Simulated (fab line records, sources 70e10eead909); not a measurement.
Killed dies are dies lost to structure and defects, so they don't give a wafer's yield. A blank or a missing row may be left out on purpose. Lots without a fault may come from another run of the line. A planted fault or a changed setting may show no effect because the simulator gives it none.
fab line records | flow nand_harc | part 2 of 2: steps 23 to 33 of 33
record lots=5 wafers=15 last_day=25
route steps=1159 shown A_STAIRCASE@669
lots that met no fault: from a run of the same line without faults
start_h: hours from the record's first day to the start of the lot's first wafer shown | wait_h: hours since the lot's step before | " the same as in the row above | L1.1+2: a row that stands for several wafers | - no value, or no start given | * or withheld: withheld | < > ~ a bound
route shown NAME@n: a module of which the file shows steps, and the number in the route of the first | usual: mean/standard deviation of fault-free wafers | same: alike in all rows | chamber/n: place in a boat | sites: the reading at each site | _std_site: their standard deviation | _edge_site: outer sites' mean less inner sites' | radius_mm: how far each site lies from the wafer's centre | mask NAME#n: copy n | behind: the tool/chamber that last shaped the wafer | hold: why the lot was held/for how many hours/how that ended | device: the transistor (n, p or np) that didn't switch | end of line: the same wafers' tests at the end of the route | a step without rows: its recipe alone | killed: dies lost to structure and defects at the first sort, not the wafer's yield | map: a wafer's dies, x killed, . not, _ none there
set.NAME: the setting as run; set.NAME@STEP: as run at that earlier step | model.NAME: the simulator's own value behind a step, which no gauge read
lots at some steps of the route; a table a step, a row a wafer
services: from which hour (start_h, from the record's first day; less than 0 if before it) a tool's chamber was out of use, for how many hours, and why
## steps
# step NHARC_A_STAIRCASE_STRIP_316
# recipe o2_flow_sccm=500 ar_flow_sccm=0 bias_w=0 chemistry=O2
# usual drypump_motor_current_A=5.7/0.61 oes_product_au=1.004/0.013 rf_vpp_V=57.6/0.92 showerhead_plenum_p_Torr=3.48/0.16 throttle_valve_pct=17.037/0.0092
# columns lot.wafer tool chamber start_h wait_h drypump_motor_current_A oes_product_au rf_hours_counter_h rf_vpp_V showerhead_plenum_p_Torr throttle_valve_pct
L075.2 rie_diel-07 1 - - 6.4 1.014 16 58.0 3.64 17.025
L075.5 " 1 " " 6.4 1.013 - 58.7 3.64 17.048
L075.6 " 0 " " 5.3 1.002 - 57.3 3.30 17.037
L082.3 rie_diel-01 0 - - 6.6 1.010 54 59.0 3.31 17.048
L082.4 " 2 " " 5.7 1.024 60 57.3 3.39 17.026
L082.5 " 0 " " 6.6 1.015 - 57.6 3.31 17.028
L089.2 rie_diel-01 0 - - 6.6 1.004 12 57.1 3.31 17.043
L089.1 " 2 " " 5.7 1.002 9 57.6 3.39 17.054
L089.6 " 0 " " 6.6 0.998 - 56.9 3.31 17.030
L095.3 rie_diel-01 3 - - 4.9 0.989 24 56.0 3.40 17.041
L095.1 " 0 " " 6.6 1.003 24 58.5 3.30 17.025
L095.5 " 3 " " 4.9 1.001 - 59.0 3.40 17.047
L097.1 rie_diel-07 1 - - 6.3 0.998 52 56.9 3.62 17.028
L097.5 " 3 " " 5.4 0.986 - 58.8 3.75 17.045
L097.6 " 0 " " 5.3 1.027 - 57.1 3.28 17.049
# step NHARC_A_STAIRCASE_STRIP_317
# recipe time_s=900 temp_c=130 chemistry=SPM
# usual temp_c=130.01/0.16
# columns lot.wafer tool chamber start_h wait_h temp_c
L075.2 wet_bench-06 1 276.68 - 130.45
L075.5 " 2 " " 129.85
L075.6 " 5 " " 129.85
L082.3 wet_bench-04 2 311.39 - 129.94
L082.4 " 3 " " 130.13
L082.5 " 6 " " 129.93
L089.1 wet_bench-04 0 356.36 - 130.15
L089.6 " 1 " " 130.00
L089.2 " 2 " " 129.97
L095.1 wet_bench-06 2 388.05 - 130.02
L095.3 " 5 " " 130.05
L095.5 " 6 " " 129.70
L097.1 wet_bench-09 7 391.30 - 130.02
L097.6 " 2 " " 130.04
L097.5 " 4 " " 129.79
# step NHARC_A_STAIRCASE_PRECLEAN_318
# recipe time_s=* temp_c=50 bath_age_min=0 chemistry=SC1
# usual temp_c=50.02/0.13
# columns lot.wafer tool chamber start_h wait_h temp_c
L075.2 wet_bench-06 1 - - 49.99
L075.5 " 2 " " 49.99
L075.6 " 5 " " 49.95
L082.3 wet_bench-04 2 - - 50.16
L082.4 " 3 " " 49.91
L082.5 " 6 " " 50.03
L089.1 wet_bench-04 0 - - 49.85
L089.6 " 1 " " 50.07
L089.2 " 2 " " 50.10
L095.1 wet_bench-06 2 - - 49.98
L095.3 " 5 " " 50.11
L095.5 " 6 " " 49.92
L097.1 wet_bench-09 7 - - 50.02
L097.6 " 2 " " 50.00
L097.5 " 4 " " 50.09
# step NHARC_A_STAIRCASE_SRD_329
# columns lot.wafer tool chamber start_h wait_h
L075.2+5+6 wet_bench-06 1,2,5 - -
L082.3+4+5 wet_bench-04 2,3,6 - -
L089.1+6+2 wet_bench-04 0,1,2 - -
L095.1+3+5 wet_bench-06 2,5,6 - -
L097.1+6+5 wet_bench-09 7,2,4 - -
# step NHARC_A_STAIRCASE_ALD_415
# recipe target_thk_a=300 pulse_time_s=6 ald_cycles=300 temp_c=300 material=SiO2
# usual heater_power_w=472/57 precursor_pulse_height_rel=0.999/0.021
# columns lot.wafer tool chamber start_h wait_h heater_power_w precursor_pulse_height_rel
L075.2 ald_hk-03 1 277.42 0.3 455 0.998
L075.6 " 0 " " 600 1.022
L075.5 " 1 " " 469 0.991
L082.3 ald_hk-01 2 311.91 0.1 429 1.025
L082.4 " 3 " " 444 1.007
L082.5 " 2 " " 437 0.992
L089.1 ald_hk-03 2 356.87 0.1 459 1.024
L089.2 " 0 " " 586 1.026
L089.6 " 3 " " 502 0.972
L095.1 ald_hk-01 0 389.08 0.6 525 1.023
L095.3 " 2 " " 439 1.017
L095.5 " 3 " " 459 0.990
L097.1 ald_hk-03 0 392.27 0.5 588 1.046
L097.5 " 2 " " 450 0.991
L097.6 " 3 " " 492 0.998
# step NHARC_A_STAIRCASE_ETCHBACK_416
# recipe target_depth_a=360 time_s=7.2 c4f8_flow_sccm=withheld o2_flow_sccm=8 ar_flow_sccm=withheld rf_w=600 bias_w=800 chemistry=C4F8/O2/Ar
# usual oes_product_au=0.94/0.03 rf_vpp_V=721/4.7
# columns lot.wafer tool chamber start_h wait_h oes_product_au rf_hours_counter_h rf_vpp_V
L075.2 rie_diel-01 0 - - 0.93 46 717
L075.6 " 0 " " 0.94 - 716
L075.5 " 1 " " 0.93 - 726
L082.4 rie_diel-11 2 - - 0.92 39 721
L082.3 " 3 " " 0.95 42 718
L082.5 " 1 " " 0.91 - 719
L089.1 rie_diel-11 3 - - 0.94 62 719
L089.2 " 1 " " 0.93 65 718
L089.6 " 3 " " 0.93 - 719
L095.3 rie_diel-01 1 - - 0.94 26 726
L095.1 " 2 " " 0.93 23 720
L095.5 " 1 " " 0.94 - 725
L097.1 rie_diel-11 3 - - 1.01 5 718
L097.6 " 0 " " 1.00 - 724
L097.5 " 1 " " 0.99 - 717
# step NHARC_A_STAIRCASE_STRIP_476
# recipe time_s=20 o2_flow_sccm=500 ar_flow_sccm=0 bias_w=0 chemistry=O2
# usual drypump_motor_current_A=5.7/0.6 oes_product_au=1.004/0.012 rf_vpp_V=57.7/0.93 showerhead_plenum_p_Torr=3.47/0.15 throttle_valve_pct=17.036/0.0091
# columns lot.wafer tool chamber start_h wait_h drypump_motor_current_A oes_product_au rf_hours_counter_h rf_vpp_V showerhead_plenum_p_Torr throttle_valve_pct
L075.2 rie_diel-01 0 279.36 0.1 6.6 1.006 46 58.2 3.32 17.038
L075.6 " 1 " " 5.2 1.014 - 58.5 3.60 17.044
L075.5 " 2 " " 5.7 1.030 - 56.0 3.40 17.029
L082.4 rie_diel-11 1 314.10 0.1 5.1 1.006 45 57.5 3.34 17.046
L082.3 " 0 " " 6.0 0.989 42 58.3 3.60 17.019
L082.5 " 1 " " 5.1 1.001 - 58.2 3.34 17.046
L089.1 rie_diel-11 0 359.03 0.1 6.0 0.973 60 56.5 3.59 17.028
L089.2 " 2 " " 5.1 0.991 62 57.9 3.38 17.027
L089.6 " 0 " " 6.0 0.976 - 58.6 3.59 17.058
L095.1 rie_diel-01 2 392.16 0.1 5.7 1.020 23 57.7 3.38 17.039
L095.3 " 0 " " 6.6 1.011 27 57.1 3.30 17.033
L095.5 " 2 " " 5.7 1.012 - 57.2 3.38 17.029
L097.1 rie_diel-11 2 393.96 0.1 5.1 1.003 5 57.4 3.37 17.040
L097.5 " 2 " " 5.1 1.007 - 59.3 3.37 17.035
L097.6 " 3 " " 5.5 1.005 - 56.7 3.35 17.051
# step NHARC_A_STAIRCASE_DEP_417
# recipe target_thk_a=600 step_coverage_pct=20 temp_c=400 target_thk_nm=60 flow_sccm=200 rf_w=450 material=Si3N4
# usual heater_power_w=686/83
# columns lot.wafer tool chamber start_h wait_h heater_power_w
L075.2 pecvd-01 2 279.51 - 655
L075.5 " 2 " " 655
L075.6 " 0 " " 675
L082.3 pecvd-04 1 314.20 - 761
L082.4 " 1 " " 763
L082.5 " 0 " " 727
L089.1 pecvd-01 1 359.17 - 564
L089.2 " 2 " " 685
L089.6 " 0 " " 609
L095.3 pecvd-04 2 392.25 - 557
L095.1 " 1 " " 738
L095.5 " 1 " " 737
L097.1 pecvd-01 2 394.10 - 679
L097.6 " 2 " " 696
L097.5 " 0 " " 635
# step NHARC_A_STAIRCASE_WET_418
# recipe temp_c=160 target_depth_a=200 chemistry=H3PO4
# usual temp_c=160.00/0.13
# columns lot.wafer tool chamber start_h wait_h temp_c
L075.2 wet_h3po4-02 1 282.09 - 160.25
L075.5 " 1 " " 160.06
L075.6 " 1 " " 159.87
L082.3 wet_h3po4-02 1 317.26 - 159.97
L082.4 " 1 " " 159.92
L082.5 " 1 " " 160.26
L089.1 wet_h3po4-01 1 362.18 - 159.76
L089.2 " 1 " " 159.82
L089.6 " 1 " " 159.92
L095.1 wet_h3po4-02 0 394.13 - 160.03
L095.3 " 0 " " 160.10
L095.5 " 0 " " 159.80
L097.1 wet_h3po4-02 1 397.11 - 159.73
L097.5 " 1 " " 160.01
L097.6 " 1 " " 159.80
# step NHARC_A_STAIRCASE_PRECLEAN_419
# recipe time_s=* temp_c=50 bath_age_min=0 chemistry=SC1
# usual temp_c=49.99/0.12
# columns lot.wafer tool chamber start_h wait_h temp_c
L075.2 wet_bench-04 4 282.68 0.0 50.05
L075.6 " 6 " " 50.03
L075.5 " 7 " " 50.03
L082.3 wet_bench-09 0 317.83 0.0 49.88
L082.5 " 3 " " 50.02
L082.4 " 4 " " 49.91
L089.2 wet_bench-06 2 362.76 0.0 49.97
L089.6 " 4 " " 49.65
L089.1 " 5 " " 50.04
L095.1 wet_bench-09 1 394.71 0.0 49.96
L095.3 " 3 " " 49.93
L095.5 " 4 " " 50.08
L097.5 wet_bench-09 7 397.69 0.0 49.89
L097.6 " 1 " " 49.88
L097.1 " 3 " " 49.95
# step NHARC_A_STAIRCASE_SRD_421
# columns lot.wafer tool chamber start_h wait_h
L075.2+6+5 wet_bench-04 4,6,7 - -
L082.3+5+4 wet_bench-09 0,3,4 - -
L089.2+6+1 wet_bench-06 2,4,5 - -
L095.1+3+5 wet_bench-09 1,3,4 - -
L097.5+6+1 wet_bench-09 7,1,3 - -
## services
# columns tool chamber start_h hours kind
rie_diel-01 1 261.53 5.9 repair
rie_diel-07 2 267.40 10.3 repair
krf_scanner-03 - 284.70 2.3 repair
wet_bench-09 - 288.80 8.0 pm
wet_h3po4-02 - 293.29 2.2 repair
krf_scanner-03 - 293.69 0.6 repair
acl_dep-01 - 294.03 13.0 pm
wet_h3po4-02 - 310.99 4.0 repair
rie_diel-01 - 314.91 9.0 pm
wet_bench-06 - 320.82 8.0 pm
ald_hk-03 - 326.14 10.0 pm
rie_diel-01 2 331.12 8.1 repair
rie_diel-07 - 335.76 2.1 repair
wet_bench-04 - 339.29 8.0 pm
litho_track-02 - 340.00 7.0 pm
krf_scanner-03 - 340.02 4.0 pm
pecvd-04 2 343.94 6.3 repair
pecvd-04 0 347.41 11.8 repair
acl_dep-02 - 350.18 13.0 pm
wet_h3po4-02 - 361.29 8.0 pm
litho_track-07 - 364.00 7.0 pm
pecvd-04 - 369.54 2.7 repair
rie_diel-11 - 369.76 9.0 pm
pecvd-04 - 376.11 13.0 pm
